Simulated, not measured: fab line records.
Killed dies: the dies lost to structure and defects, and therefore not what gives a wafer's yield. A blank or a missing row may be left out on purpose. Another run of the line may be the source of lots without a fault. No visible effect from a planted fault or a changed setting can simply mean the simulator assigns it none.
fab line records	flow n5-finfet
record lots=6	wafers=18	last-day=21
route steps=1938 shown BEOL_M12@1630 PASSIVATION@1936
lots that met no fault: from a run of the same line without faults
start-h: hours from the record's opening day to when the first of the lot's shown wafers began	wait-h: hours since the lot's step before	" as in the row above	L1.1+2: several wafers, shown together as one row	- value missing, or start not given	* or withheld: withheld	< > ~ a bound
route shown NAME@n: names a module that has steps shown in the file, with the first one's number in the route	usual: the fault-free wafers' mean and standard deviation	same: alike in all rows	chamber/n: place in a boat	sites: readings site by site	_std_site: how widely they spread, as a standard deviation	_edge_site: inner sites' mean taken away from outer sites' mean	radius-mm: for every site, how far away it sits from the centre of the wafer	mask NAME#n: copy n	behind: the tool/chamber that last shaped the wafer	hold: why the lot was held/for how many hours/how that ended	device: which transistor (n, p or np) failed to switch	end of line: tests of these same wafers at the route's end	for a step that has no rows: nothing shown but its recipe	killed: count of dies lost to structure and defects at first sort (not the wafer's yield)	map: shows each die of a wafer: x if killed, . if not, _ if none is there
set.NAME: the setting that was run; set.NAME@STEP: the one run at that earlier step	model.NAME: the simulator's own value behind a step, which no gauge read
lots at selected steps of the route; one table per step, one row per wafer
services: the hour from which a tool's chamber was out of use, counted from the record's first day as start-h (under 0 if before that day), plus the number of hours and why
## steps
# step N5_BEOL_M12_DEVELOP_27
# recipe develop-time-s=45	rinse-liquid=diw	dry=air-spin	dev-temp-c=21
# step N5_BEOL_M12_HARDBAKE_32
# recipe temp-c=130	time-s=120
# step N5_BEOL_M12_CD_MEAS_28
# recipe target-cd-nm=160.2	landing-energy-ev=500	detector=se-inlens	polarity=opening
# usual cd-nm=160.9/2.7
lot.wafer	tool	chamber	start-h	wait-h	cd-nm
L180.2	cd-sem-01	0	311.01	-	166.1
L180.3	"	0	"	"	162.1
L180.5	"	0	"	"	166.0
L192.1	cd-sem-02	0	388.12	-	165.5
L192.5	"	0	"	"	160.6
L192.6	"	0	"	"	164.4
L193.3	cd-sem-01	0	427.73	-	166.8
L193.4	"	0	"	"	162.7
L193.5	"	0	"	"	164.0
L194.1	cd-sem-02	0	428.11	-	159.6
L194.3	"	0	"	"	159.7
L194.4	"	0	"	"	157.6
L200.1	cd-sem-03	0	438.59	-	160.0
L200.5	"	0	"	"	163.9
L200.6	"	0	"	"	160.1
L199.1	cd-sem-01	0	456.03	-	159.7
L199.4	"	0	"	"	159.2
L199.5	"	0	"	"	157.3
# step N5_BEOL_M12_OVL_MEAS_29
# recipe points-per-wafer=44
# usual M12_OVL=-1/4.8
# same points-per-wafer=44
lot.wafer	tool	chamber	start-h	wait-h	M12_OVL[nm]
L180.2	overlay-01	0	311.04	0.0	-8
L180.3	"	0	"	"	1
L180.5	"	0	"	"	-8
L192.1	overlay-02	0	388.15	0.0	3
L192.5	"	0	"	"	1
L192.6	"	0	"	"	3
L193.3	overlay-02	0	427.76	0.0	1
L193.4	"	0	"	"	0
L193.5	"	0	"	"	1
L194.1	overlay-02	0	428.14	0.0	2
L194.3	"	0	"	"	1
L194.4	"	0	"	"	-6
L200.1	overlay-02	0	438.62	0.0	0
L200.5	"	0	"	"	-7
L200.6	"	0	"	"	-3
L199.1	overlay-02	0	456.06	0.0	-9
L199.4	"	0	"	"	0
L199.5	"	0	"	"	4
# step N5_BEOL_M12_INSPECT_30
# recipe mode=adi	inspect-instrument=macro
# usual raw-defect-count=1.9/1.4
lot.wafer	tool	chamber	start-h	wait-h	raw-defect-count
L180.2	defect-inspect-02	-	311.06	0.0	3
L180.3	"	-	"	"	1
L180.5	"	-	"	"	1
L192.1	defect-inspect-01	-	388.18	0.0	1
L192.5	"	-	"	"	2
L192.6	"	-	"	"	2
L193.3	defect-inspect-01	-	427.78	0.0	3
L193.4	"	-	"	"	1
L193.5	"	-	"	"	3
L194.1	defect-inspect-02	-	428.17	0.0	2
L194.3	"	-	"	"	1
L194.4	"	-	"	"	0
L200.1	defect-inspect-01	-	438.64	0.0	1
L200.5	"	-	"	"	2
L200.6	"	-	"	"	1
L199.1	defect-inspect-01	-	456.08	0.0	1
L199.4	"	-	"	"	3
L199.5	"	-	"	"	2
# step N5_BEOL_M12_DESCUM_33
# recipe chemistry=O2	time-s=7.9	source-power-w=50	bias-power-w=20	pressure-mtorr=20	rf-frequency-hz=2.712e+07	temp-c=40	o2-flow-sccm=225
# usual drypump-motor-current-A=5.70/0.21	o2-flow-sccm=224.9/0.7	oes-product-au=0.79/0.082	rf-vpp-V=242.8/1.4	showerhead-plenum-p-Torr=2.05/0.066	throttle-valve-pct=20.5/0.31
lot.wafer	tool	chamber	start-h	wait-h	drypump-motor-current-A	o2-flow-sccm	oes-product-au	rf-hours-counter-h	rf-vpp-V	showerhead-plenum-p-Torr	throttle-valve-pct
L180.2	rie-diel-03	3	311.10	0.0	5.66	225.1	0.75	166	241.7	1.96	20.1
L180.3	"	1	"	"	5.76	225.0	0.73	161	241.0	2.01	20.8
L180.5	"	2	"	"	5.99	225.5	0.69	-	244.4	2.14	20.5
L192.1	rie-diel-04	1	388.21	0.0	5.91	225.0	0.85	67	242.1	2.04	20.3
L192.5	"	1	"	"	5.91	223.6	0.85	-	241.6	2.04	20.3
L192.6	"	0	"	"	5.82	225.2	0.83	-	242.3	2.05	20.7
L193.3	rie-diel-03	3	427.89	0.1	5.67	225.4	0.71	218	241.7	1.95	20.2
L193.4	"	0	"	"	5.53	225.4	0.87	36	243.2	2.06	20.3
L193.5	"	2	"	"	5.98	225.3	0.96	-	243.6	2.13	20.2
L194.1	rie-diel-03	1	428.44	0.3	5.77	224.5	0.70	209	242.0	1.99	20.8
L194.3	"	0	"	"	5.52	225.6	0.86	36	243.9	2.06	20.3
L194.4	"	2	"	"	5.93	225.0	0.96	5	245.2	2.13	20.2
L200.1	rie-diel-03	2	438.69	0.0	5.99	224.9	0.94	9	244.3	2.13	20.2
L200.5	"	2	"	"	5.96	225.3	0.95	-	243.8	2.13	20.2
L200.6	"	3	"	"	5.67	223.0	0.71	-	241.7	1.94	20.2
L199.1	rie-diel-03	0	456.12	0.0	5.55	224.3	0.85	47	244.9	2.05	20.2
L199.4	"	3	"	"	5.66	224.5	0.70	228	241.3	1.94	20.2
L199.5	"	2	"	"	5.95	225.2	0.93	-	242.7	2.13	20.2
# step N5_BEOL_M12_ETCH_67
# recipe chemistry=CF4	target=SiARC	target-depth-a=1430	time-s=238.3	ion-energy-ev=80	pressure-mtorr=40	source-w=545	bias-w=36	Ar_flow_sccm=100	cf4-flow-sccm=100	ends=cleared
# usual drypump-motor-current-A=5.70/0.21	etch-rf-on-time-s=238/8.3	oes-product-au=0.68/0.072	rf-vpp-V=183.7/1.2	showerhead-plenum-p-Torr=2.10/0.06	throttle-valve-pct=15.64/0.26
lot.wafer	tool	chamber	start-h	wait-h	drypump-motor-current-A	etch-rf-on-time-s	oes-product-au	rf-hours-counter-h	rf-vpp-V	showerhead-plenum-p-Torr	throttle-valve-pct
L180.2	rie-diel-03	3	311.13	0.0	5.67	247	0.64	166	183.3	2.05	15.63
L180.3	"	1	"	"	5.78	240	0.64	161	183.2	2.05	15.78
L180.5	"	2	"	"	5.94	249	0.59	-	186.3	2.19	15.75
L192.1	rie-diel-04	1	388.24	0.0	5.89	228	0.74	67	182.9	2.06	15.35
L192.5	"	1	"	"	5.90	231	0.74	-	184.1	2.06	15.37
L192.6	"	0	"	"	5.87	231	0.72	-	183.1	2.08	15.72
L193.3	rie-diel-03	3	427.93	0.0	5.65	247	0.61	218	182.5	2.03	15.73
L193.4	"	0	"	"	5.53	226	0.76	36	183.5	2.09	15.30
L193.5	"	2	"	"	5.98	234	0.82	-	184.3	2.18	15.35
L194.1	rie-diel-03	1	428.47	0.0	5.77	236	0.61	209	182.4	2.03	15.88
L194.3	"	0	"	"	5.51	225	0.77	36	183.1	2.09	15.31
L194.4	"	2	"	"	5.95	236	0.82	5	184.4	2.18	15.34
L200.1	rie-diel-03	2	438.72	0.0	5.96	234	0.81	9	184.1	2.18	15.35
L200.5	"	2	"	"	5.96	230	0.80	-	185.1	2.18	15.32
L200.6	"	3	"	"	5.66	247	0.61	-	182.3	2.03	15.73
L199.1	rie-diel-03	0	456.15	0.0	5.52	228	0.74	47	182.3	2.08	15.34
L199.4	"	3	"	"	5.63	248	0.60	228	182.0	2.03	15.77
L199.5	"	2	"	"	5.95	235	0.79	-	185.1	2.18	15.37
# step N5_BEOL_M12_ETCH_68
# recipe chemistry=N2/H2	target=SOC	mask-material=SiARC	source-w=3000	bias-w=350	temp-c=40	time-s=285	ion-energy-ev=200	pressure-mtorr=30	n2-flow-sccm=200	h2-flow-sccm=200
# usual drypump-motor-current-A=5.71/0.21	h2-flow-sccm=200.0/0.59	oes-product-au=0.80/0.081	rf-vpp-V=522.7/2.3	showerhead-plenum-p-Torr=2.50/0.084	throttle-valve-pct=17.79/0.28
lot.wafer	tool	chamber	start-h	wait-h	drypump-motor-current-A	h2-flow-sccm	oes-product-au	rf-hours-counter-h	rf-vpp-V	showerhead-plenum-p-Torr	throttle-valve-pct
L180.2	rie-diel-03	3	311.28	0.1	5.67	200.0	0.75	166	520.8	2.41	17.57
L180.3	"	1	"	"	5.78	200.2	0.74	161	520.4	2.42	17.96
L180.5	"	2	"	"	5.94	200.0	0.69	-	525.8	2.62	17.85
L192.1	rie-diel-04	1	388.39	0.1	5.91	200.2	0.84	67	522.2	2.48	17.72
L192.5	"	1	"	"	5.93	199.8	0.83	-	522.2	2.48	17.70
L192.6	"	0	"	"	5.83	200.7	0.82	-	521.7	2.45	17.76
L193.3	rie-diel-03	3	428.07	0.1	5.68	199.9	0.71	218	521.9	2.39	17.67
L193.4	"	0	"	"	5.54	199.3	0.87	36	522.2	2.46	17.35
L193.5	"	2	"	"	5.96	200.8	0.96	-	526.0	2.60	17.50
L194.1	rie-diel-03	1	428.62	0.1	5.78	199.5	0.72	209	521.0	2.40	18.03
L194.3	"	0	"	"	5.52	200.0	0.87	36	522.7	2.46	17.34
L194.4	"	2	"	"	6.00	198.6	0.96	5	525.5	2.60	17.51
L200.1	rie-diel-03	2	438.87	0.1	5.98	200.4	0.94	9	524.9	2.60	17.50
L200.5	"	2	"	"	5.95	200.6	0.95	-	526.6	2.60	17.53
L200.6	"	3	"	"	5.65	200.3	0.71	-	521.1	2.38	17.66
L199.1	rie-diel-03	0	456.30	0.1	5.53	198.7	0.85	47	523.2	2.46	17.36
L199.4	"	3	"	"	5.68	200.1	0.71	228	521.0	2.38	17.69
L199.5	"	2	"	"	5.96	201.4	0.93	-	526.1	2.60	17.51
# step N5_BEOL_M12_STRIP_69
# recipe chemistry=N2/H2	temp-c=40	n2-flow-sccm=200	h2-flow-sccm=200	rf-frequency-hz=6e+07
# step N5_BEOL_M12_TRENCH_ETCH_34
# recipe chemistry=C4F8/O2/Ar	target=SiOC	target-depth-a=3189.5	mask-material=SOC	pressure-mtorr=30	source-w=3000	bias-w=700	Ar_flow_sccm=400	C4F8_flow_sccm=15	O2_flow_sccm=8	he-inner-torr=15	he-outer-torr=30	time-s=125.5	ion-energy-ev=250
# usual drypump-motor-current-A=5.71/0.21	he-inner-torr=15.00/0.034	oes-product-au=0.80/0.081	rf-vpp-V=663.9/2.9	showerhead-plenum-p-Torr=3.36/0.092	throttle-valve-pct=24.20/0.27
lot.wafer	tool	chamber	start-h	wait-h	drypump-motor-current-A	he-inner-torr	oes-product-au	rf-hours-counter-h	rf-vpp-V	showerhead-plenum-p-Torr	throttle-valve-pct
L180.2	rie-diel-03	3	311.46	0.0	5.64	15.00	0.75	166	661.5	3.29	24.24
L180.3	"	1	"	"	5.78	15.02	0.74	161	661.5	3.29	24.49
L180.5	"	2	"	"	5.99	15.02	0.70	-	668.1	3.50	24.26
L192.1	rie-diel-04	1	388.57	0.0	5.86	14.96	0.84	67	663.1	3.28	23.83
L192.5	"	1	"	"	5.86	14.95	0.84	-	663.3	3.28	23.84
L192.6	"	0	"	"	5.86	15.04	0.82	-	663.3	3.31	24.30
L193.3	rie-diel-03	3	428.25	0.0	5.67	14.98	0.71	218	659.8	3.26	24.30
L193.4	"	0	"	"	5.55	14.98	0.86	36	663.7	3.33	23.89
L193.5	"	2	"	"	6.02	15.04	0.95	-	669.5	3.48	23.97
L194.1	rie-diel-03	1	428.80	0.0	5.78	15.02	0.71	209	662.0	3.26	24.54
L194.3	"	0	"	"	5.52	15.01	0.87	36	663.0	3.33	23.89
L194.4	"	2	"	"	5.97	14.97	0.95	5	667.8	3.48	24.00
L200.1	rie-diel-03	2	439.05	0.0	5.97	14.98	0.94	9	665.9	3.48	23.99
L200.5	"	2	"	"	5.99	14.95	0.94	-	668.1	3.48	24.00
L200.6	"	3	"	"	5.66	15.01	0.71	-	659.2	3.26	24.33
L199.1	rie-diel-03	0	456.48	0.0	5.52	15.02	0.84	47	663.2	3.32	23.90
L199.4	"	3	"	"	5.66	14.89	0.71	228	661.8	3.26	24.32
L199.5	"	2	"	"	5.96	15.00	0.92	-	667.2	3.48	24.00
# step N5_BEOL_M12_STRIP_70
# recipe chemistry=C4F8/O2/Ar	resist=SiARC	rf-frequency-hz=6e+07
# step N5_BEOL_M12_OCD_MEAS_35
# usual trench-depth-nm=317/6.8
lot.wafer	tool	chamber	start-h	wait-h	trench-depth-nm
L180.2	ocd-01	-	311.62	0.0	305
L180.3	"	-	"	"	309
L180.5	"	-	"	"	304
L192.1	ocd-02	-	388.73	0.0	316
L192.5	"	-	"	"	316
L192.6	"	-	"	"	319
L193.3	ocd-01	-	428.41	0.0	306
L193.4	"	-	"	"	325
L193.5	"	-	"	"	323
L194.1	ocd-02	-	428.96	0.0	309
L194.3	"	-	"	"	322
L194.4	"	-	"	"	326
L200.1	ocd-02	-	439.21	0.0	329
L200.5	"	-	"	"	324
L200.6	"	-	"	"	308
L199.1	ocd-01	-	456.63	0.0	316
L199.4	"	-	"	"	307
L199.5	"	-	"	"	324
# step N5_BEOL_M12_STRIP_37
# recipe chemistry=N2/H2	power-w=1000	temp-c=250	h2-frac=0.65	overash-fraction=0.3	pressure-mtorr=withheld	n2-flow-sccm=1750	h2-flow-sccm=3250
# usual drypump-motor-current-A=6.2/0.34	h2-flow-sccm=3250/11	heater-power-w=305/15	oes-product-au=0.790/0.0089
lot.wafer	tool	chamber	start-h	wait-h	drypump-motor-current-A	h2-flow-sccm	heater-power-w	oes-product-au	rf-hours-counter-h
L180.2	plasma-asher-01	1	311.65	0.0	5.8	3238	325	0.803	136
L180.3	"	0	"	"	6.6	3246	302	0.783	-
L180.5	"	0	"	"	6.6	3253	308	0.804	-
L192.1	plasma-asher-01	0	388.77	0.0	6.6	3253	301	0.778	153
L192.5	"	1	"	"	5.7	3259	328	0.798	-
L192.6	"	0	"	"	6.6	3256	296	0.800	-
L193.3	plasma-asher-01	0	428.47	0.1	6.6	3261	311	0.783	-
L193.4	"	1	"	"	5.7	3556	328	0.787	-
L193.5	"	1	"	"	5.8	3570	325	0.790	-
L194.1	plasma-asher-01	0	429.00	0.0	6.6	3247	300	0.804	160
L194.3	"	0	"	"	6.6	3250	307	0.779	-
L194.4	"	1	"	"	5.8	3566	317	0.791	-
L200.1	plasma-asher-02	0	439.25	0.0	5.9	3253	295	0.791	104
L200.5	"	1	"	"	6.3	3248	285	0.782	-
L200.6	"	0	"	"	6.0	3252	283	0.803	-
L199.1	plasma-asher-02	0	456.67	0.0	5.9	3255	294	0.791	106
L199.4	"	1	"	"	6.3	3254	305	0.785	-
L199.5	"	0	"	"	5.9	3257	290	0.794	-
# step N5_BEOL_M12_ETCH_38
# recipe chemistry=CF4/N2	target=SiCN	target-depth-a=687	taper-deg=2	time-s=73.4	ion-energy-ev=150	mask-material=SiO2	pressure-mtorr=40	source-w=430	bias-w=70	Ar_flow_sccm=100	cf4-flow-sccm=60	n2-flow-sccm=60
# usual drypump-motor-current-A=5.65/0.24	oes-product-au=0.80/0.082	rf-vpp-V=381.6/1.7	showerhead-plenum-p-Torr=2.17/0.062	throttle-valve-pct=15.47/0.26
lot.wafer	tool	chamber	start-h	wait-h	drypump-motor-current-A	oes-product-au	rf-hours-counter-h	rf-vpp-V	showerhead-plenum-p-Torr	throttle-valve-pct
L180.2	rie-diel-03	1	313.43	-	5.78	0.75	162	380.2	2.11	15.63
L180.3	"	2	"	"	5.99	0.69	220	384.2	2.26	15.61
L180.5	"	2	"	"	5.97	0.69	-	382.1	2.26	15.59
L192.1	rie-diel-04	1	389.13	-	5.94	0.86	67	380.5	2.13	15.20
L192.5	"	3	"	"	5.24	0.68	-	382.7	2.25	15.87
L192.6	"	2	"	"	5.37	0.87	-	381.8	2.25	15.24
L193.3	rie-diel-04	0	428.59	-	5.85	0.82	95	379.6	2.13	15.57
L193.4	"	0	"	"	5.84	0.82	-	381.1	2.13	15.58
L193.5	"	2	"	"	5.41	0.86	-	382.6	2.24	15.26
L194.1	rie-diel-03	3	429.09	-	5.68	0.70	218	379.9	2.09	15.55
L194.3	"	1	"	"	5.76	0.72	209	380.5	2.10	15.72
L194.4	"	0	"	"	5.53	0.88	36	381.0	2.15	15.14
L200.1	rie-diel-04	0	448.09	-	5.86	0.82	103	380.3	2.13	15.58
L200.5	"	3	"	"	5.23	0.67	-	383.8	2.24	15.89
L200.6	"	0	"	"	5.84	0.81	-	380.6	2.13	15.58
L199.1	rie-diel-04	2	457.88	-	5.40	0.85	73	384.1	2.24	15.30
L199.4	"	1	"	"	5.93	0.84	93	381.1	2.12	15.25
L199.5	"	3	"	"	5.24	0.67	-	384.2	2.24	15.90
# step N5_PASSIVATION_PROBE_49
# usual defect-limited-yield=90.9/1.6	killed_at_M0_to_M3=37/11	killed_at_M4_up=15/5.6	killed-at-contacts=13/6.4	killed-at-front-end=39/11	killed-at-other=4/3.1	killed-dies=107/19	killed-open=71/14	killed-short=34/7.8	sort_bin_5_function=5.3/1	sort_bin_6_memory=3.4/0.72	sort_bin_8_speed=0.0/0.42	sort-n-pass=1072/20	sort-yield-pct=90.9/1.7
# same gross-dies=1180	killed-at-back-side=0	sort_bin_4_leakage[%]=0
lot.wafer	tool	chamber	start-h	wait-h	defect-limited-yield[%]	killed_at_M0_to_M3	killed_at_M4_up	killed-at-contacts	killed-at-front-end	killed-at-other	killed-dies	killed-open	killed-short	sort_bin_5_function[%]	sort_bin_6_memory[%]	sort_bin_8_speed[%]	sort-n-pass	sort-yield-pct[%]
L193.4	prober-01	-	468.08	0.2	91.9	45	9	16	24	2	96	58	35	4.2	3.7	0	1084	91.9
# killed by level:class
L193.4 BEOL_M0_SAQP:geometric-particle:open=13 BEOL_M0_SAQP:geometric-particle:short=12 MOL_CONTACT_COAG:geometric-particle:open=11 GATE_CUT:geometric-particle:short=6 BEOL_M3:geometric-particle:open=6 STI_FIN_REVEAL:geometric-particle:open=5 MOL_CONTACT_COAG:geometric-particle:short=4 BEOL_M1:geometric-particle:open=4
## services
tool	chamber	start-h	hours	kind
rie-diel-03	3	289.92	5.3	repair
rie-diel-04	0	298.90	4.3	repair
rie-diel-03	0	309.46	-	clean
rie-diel-03	0	309.46	-	consumable-replace:focus-ring
rie-diel-03	0	309.46	30.7	scheduled-down
rie-diel-03	0	309.46	30.7	vent-cycle
rie-diel-04	2	332.82	4.0	repair
rie-diel-03	2	390.73	-	clean
rie-diel-03	2	390.73	-	consumable-replace:focus-ring
rie-diel-03	2	390.73	25.9	scheduled-down
rie-diel-03	2	390.73	25.9	vent-cycle
rie-diel-04	3	403.00	26.1	repair
rie-diel-03	1	417.77	8.0	repair
rie-diel-03	2	439.39	1.4	repair
## key
first-sign step=N5_BEOL_M12_STRIP_37	reading=h2-flow-sccm	direction=up	sigmas=29	usual=3250	struck=3564
effect none on later readings
met-at N5_BEOL_M12_STRIP_37
struck-wafers L193.4,L193.5,L194.4
onset-between 388.77 428.47
fault kind=process-parameter-drift	tool=plasma-asher-01	chamber=1	onset-h=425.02	steps=N5_BEOL_M12_STRIP_37	channel=h2-flow-sccm	offset=325	shape=step	end-h=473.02	acts-in=these-recipes-only	stated=3250
